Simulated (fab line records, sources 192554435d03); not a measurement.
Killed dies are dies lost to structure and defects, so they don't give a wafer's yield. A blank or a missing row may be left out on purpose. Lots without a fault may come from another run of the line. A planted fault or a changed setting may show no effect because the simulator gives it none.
Which tool did it? | flow n5_finfet | 9 lots, 27 wafers sampled, at 4 steps of a route of 1938

WHAT THE GAUGES READ, wafer by wafer
N5_BEOL_M13_OCD_MEAS_35.
lot  | measured     | on     | trench_depth_nm (nm)
L308 | day 13 15:27 | ocd-02 | 419 409 411
L309 | day 14 06:26 | ocd-02 | 415 421 410
L313 | day 14 23:31 | ocd-01 | 414 412 426
L311 | day 15 19:11 | ocd-02 | 421 420 418
L323 | day 18 09:49 | ocd-02 | 425 405 405
L327 | day 18 22:20 | ocd-01 | 397 403 388
L330 | day 19 11:11 | ocd-02 | 422 424 416
L329 | day 19 11:53 | ocd-02 | 414 417 426
L328 | day 21 01:00 | ocd-02 | 409 425 418

WHICH TOOL RAN EACH LOT (tool, then ch and the chambers of the sampled wafers, then the start)
lot  | N5_BEOL_M13_VIA_ETCH_16            | N5_BEOL_M13_ETCH_67                | N5_BEOL_M13_TRENCH_ETCH_34
L308 | rie_diel-03 ch 2,3, day 13 13:53   | rie_diel-02 ch 1,2, day 13 14:55   | rie_diel-02 ch 1,2, day 13 15:17
L309 | rie_diel-03 ch 1,2,3, day 14 04:49 | rie_diel-03 ch 1,2,3, day 14 05:53 | rie_diel-03 ch 1,2,3, day 14 06:16
L313 | rie_diel-02 ch 0,3, day 14 22:04   | rie_diel-02 ch 0,1,3, day 14 22:58 | rie_diel-02 ch 0,1,3, day 14 23:20
L311 | rie_diel-06 ch 2,3, day 15 17:25   | rie_diel-03 ch 1,3, day 15 18:39   | rie_diel-03 ch 1,3, day 15 19:01
L323 | rie_diel-03 ch 0,1,3, day 18 08:23 | rie_diel-02 ch 0,2, day 18 09:16   | rie_diel-02 ch 0,2, day 18 09:38
L327 | rie_diel-03 ch 0,3, day 18 20:12   | rie_diel-02 ch 0,1,2, day 18 21:48 | rie_diel-02 ch 0,1,2, day 18 22:10
L330 | rie_diel-02 ch 0,1,2, day 19 09:38 | rie_diel-03 ch 0,1,3, day 19 10:39 | rie_diel-03 ch 0,1,3, day 19 11:01
L329 | rie_diel-06 ch 0,2,3, day 19 10:16 | rie_diel-03 ch 0,1,3, day 19 11:20 | rie_diel-03 ch 0,1,3, day 19 11:42
L328 | rie_diel-06 ch 2,3, day 20 23:31   | rie_diel-06 ch 0,1,2, day 21 00:27 | rie_diel-06 ch 0,1,2, day 21 00:49
- N5_BEOL_M13_VIA_ETCH_16: etches SiOC in C4F8/O2/Ar, target depth 921.7 nm.
- N5_BEOL_M13_ETCH_67: etches SiARC in CF4, target depth 143 nm, time 238.3 s.
- N5_BEOL_M13_TRENCH_ETCH_34: etches SiOC in C4F8/O2/Ar, target depth 413.47 nm, time 162.6 s.

THE ANSWER, worked out from the rows above alone
Rule: what is usual is taken from the lots themselves. Put in order of their means at a reading, lots are off if they are a third of the lots or fewer, leave a main group of 4 or more, and stand apart from it by a gap of 3 or more times the standard deviation of the main group's means; of several such gaps the widest counts. A main group whose means are all the same, to the digits that the tables above print for the reading, isn't used. A lot without any number at a reading at which 4 lots or more have one is off too. The other lots that the step has rows for count as sound.
Off: L327, at N5_BEOL_M13_OCD_MEAS_35 (trench_depth_nm). The main group: mean 417 nm, standard deviation 3.
A tool fits if, at a process step before that reading, it ran every lot that is off, and no sound lot after the first of them. The gauges at N5_BEOL_M13_OCD_MEAS_35 are tried like those tools. Can't be told from this: 3 tools fit, rie_diel-03 at N5_BEOL_M13_VIA_ETCH_16, rie_diel-02 at N5_BEOL_M13_ETCH_67 and N5_BEOL_M13_TRENCH_ETCH_34, ocd-01 at N5_BEOL_M13_OCD_MEAS_35.

WHAT THE SIMULATOR HAD PUT IN
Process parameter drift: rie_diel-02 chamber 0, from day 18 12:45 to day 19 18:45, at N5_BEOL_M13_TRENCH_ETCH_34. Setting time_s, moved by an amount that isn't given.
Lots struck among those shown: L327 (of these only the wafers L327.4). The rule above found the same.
